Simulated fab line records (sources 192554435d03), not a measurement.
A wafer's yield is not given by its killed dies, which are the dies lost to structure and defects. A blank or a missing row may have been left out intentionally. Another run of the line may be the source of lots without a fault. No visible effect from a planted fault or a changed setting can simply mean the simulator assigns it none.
Lot-split experiment :: flow n5-finfet :: 21 wafers read from 7 lots, route of 1938 steps

THE SPLIT ITSELF
At N5_GATE_CUT_EXPOSE_10 (exposes mask GATE CUT, target cd 20 nm), the setting dose-mj was moved away from the recipe's 43.25 on 8 of the 21 wafers read, by -6.4% to +7.3%. All remaining wafers had this setting at the recipe value.

FROM THE SPLIT TO THE READING: what the file shows between them, 2 steps
- N5_GATE_CUT_PEB_11: peb time 60 s
- N5_GATE_CUT_DEVELOP_12: develop time 30 s

THE READING
cd-nm, in nm, at N5_GATE_CUT_CD_MEAS_13 (target cd 20 nm). Typical for fault-free wafers on this fab line: 20.06 nm, with standard deviation 0.26 nm.

wafer: L074.2
tool, chamber at the split: euv-scanner-01, 0
dose-mj as run: 41.42
against the recipe: -4.2%
cd-nm, nm: 19.52
against lot-mates on the recipe: -0.50

wafer: L074.4
tool, chamber at the split: euv-scanner-01, 0
dose-mj as run: 43.25
against the recipe: recipe
cd-nm, nm: 20.02
against lot-mates on the recipe: -

wafer: L074.5
tool, chamber at the split: euv-scanner-01, 0
dose-mj as run: 41.42
against the recipe: -4.2%
cd-nm, nm: 18.99
against lot-mates on the recipe: -1.03

wafer: L079.1
tool, chamber at the split: euv-scanner-02, 0
dose-mj as run: 43.25
against the recipe: recipe
cd-nm, nm: 20.42
against lot-mates on the recipe: -

wafer: L079.2
tool, chamber at the split: euv-scanner-02, 0
dose-mj as run: 46.41
against the recipe: +7.3%
cd-nm, nm: 21.73
against lot-mates on the recipe: +1.31

wafer: L079.6
tool, chamber at the split: euv-scanner-02, 0
dose-mj as run: 46.41
against the recipe: +7.3%
cd-nm, nm: 21.65
against lot-mates on the recipe: +1.23

wafer: L086.2
tool, chamber at the split: euv-scanner-02, 0
dose-mj as run: 43.25
against the recipe: recipe
cd-nm, nm: 19.97
against lot-mates on the recipe: -

wafer: L086.5
tool, chamber at the split: euv-scanner-02, 0
dose-mj as run: 43.25
against the recipe: recipe
cd-nm, nm: 19.99
against lot-mates on the recipe: -

wafer: L086.6
tool, chamber at the split: euv-scanner-02, 0
dose-mj as run: 43.25
against the recipe: recipe
cd-nm, nm: 19.94
against lot-mates on the recipe: -

wafer: L087.1
tool, chamber at the split: euv-scanner-01, 0
dose-mj as run: 45.66
against the recipe: +5.6%
cd-nm, nm: 21.26
against lot-mates on the recipe: +1.07

wafer: L087.3
tool, chamber at the split: euv-scanner-01, 0
dose-mj as run: 43.25
against the recipe: recipe
cd-nm, nm: 20.65
against lot-mates on the recipe: -

wafer: L087.4
tool, chamber at the split: euv-scanner-01, 0
dose-mj as run: 43.25
against the recipe: recipe
cd-nm, nm: 19.73
against lot-mates on the recipe: -

wafer: L088.2
tool, chamber at the split: euv-scanner-02, 0
dose-mj as run: 43.25
against the recipe: recipe
cd-nm, nm: 19.96
against lot-mates on the recipe: -

wafer: L088.4
tool, chamber at the split: euv-scanner-02, 0
dose-mj as run: 43.25
against the recipe: recipe
cd-nm, nm: 20.06
against lot-mates on the recipe: -

wafer: L088.6
tool, chamber at the split: euv-scanner-02, 0
dose-mj as run: 43.25
against the recipe: recipe
cd-nm, nm: 19.85
against lot-mates on the recipe: -

wafer: L089.1
tool, chamber at the split: euv-scanner-01, 0
dose-mj as run: 43.25
against the recipe: recipe
cd-nm, nm: 20.07
against lot-mates on the recipe: -

wafer: L089.3
tool, chamber at the split: euv-scanner-01, 0
dose-mj as run: 41.59
against the recipe: -3.8%
cd-nm, nm: 19.12
against lot-mates on the recipe: -0.75

wafer: L089.5
tool, chamber at the split: euv-scanner-01, 0
dose-mj as run: 43.25
against the recipe: recipe
cd-nm, nm: 19.68
against lot-mates on the recipe: -

wafer: L090.3
tool, chamber at the split: euv-scanner-02, 0
dose-mj as run: 43.25
against the recipe: recipe
cd-nm, nm: 19.95
against lot-mates on the recipe: -

wafer: L090.5
tool, chamber at the split: euv-scanner-02, 0
dose-mj as run: 40.47
against the recipe: -6.4%
cd-nm, nm: 17.88
against lot-mates on the recipe: -2.07

wafer: L090.6
tool, chamber at the split: euv-scanner-02, 0
dose-mj as run: 40.47
against the recipe: -6.4%
cd-nm, nm: 18.26
against lot-mates on the recipe: -1.69

THE FIT
A straight line over all 21 wafers: cd-nm changes by +0.244 nm for each +1% of dose-mj; r = +0.96; the points scatter about the line by 0.28 nm.
The same after taking each lot's own level away (the mean of its wafers on the recipe; 21 wafers): +0.213 nm for each +1%; r = +0.95; scatter 0.27 nm.
On that fit, the largest move of dose-mj shifts the reading by 1.6 nm.
The span of the lots' own levels, 19.875 to 20.420 nm, comes to 2.1 times the standard deviation stated above.
So the slope is not independent of the lot-to-lot level: the two fits are not the same.
Check: with one of the wafers moved furthest among these (+7.3%) left out of the fit, the line predicts +1.55 nm for it against its lot-mates. Against them it came out at +1.31 nm.

THESE WAFERS: OTHER SPLITS
Before the reading, these wafers also passed through other splits. Each is held against what the fit with the lots' levels taken away leaves over:
other split on the same wafers: N5_HKMG_FIN_EXPOSE_46 dose-mj
wafers away from the commonest value: 4
r with cd-nm (lot level and that fit taken away): +0.38

other split on the same wafers: N5_GATE_CUT_COAT_27 spin-rpm
wafers away from the commonest value: 6
r with cd-nm (lot level and that fit taken away): -0.24

THE WHOLE CHAIN: every reading that the file lists as answering this split, in the file's order
step: N5_GATE_CUT_CD_MEAS_13
what it does: target cd 20 nm
reading: cd-nm
change (the file's fit): +0.211 nm for each +1% of the setting
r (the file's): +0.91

step: N5_GATE_CUT_DESCUM_18
what it does: chemistry O2, time 7 s
reading: GATE_CUT.cd-nm (the simulator's own value, which no gauge read)
change (the file's fit): +0.203 nm for each +1% of the setting
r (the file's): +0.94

step: N5_GATE_CUT_ETCH_28
what it does: etches underlayer in N2/H2, target depth 13 nm, time 10.4 s
reading: GATE_CUT.cd-nm (the simulator's own value, which no gauge read)
change (the file's fit): +0.207 nm for each +1% of the setting
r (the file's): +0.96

step: N5_GATE_CUT_ETCH_47
what it does: etches SiO2 in Cl2/BCl3, target depth 10 nm
reading: GATE_CUT.cd-nm (the simulator's own value, which no gauge read)
change (the file's fit): +0.186 nm for each +1% of the setting
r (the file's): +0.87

FILE'S OWN FIT
cd-nm changes by +0.211 nm for each +1% of dose-mj, r = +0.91.
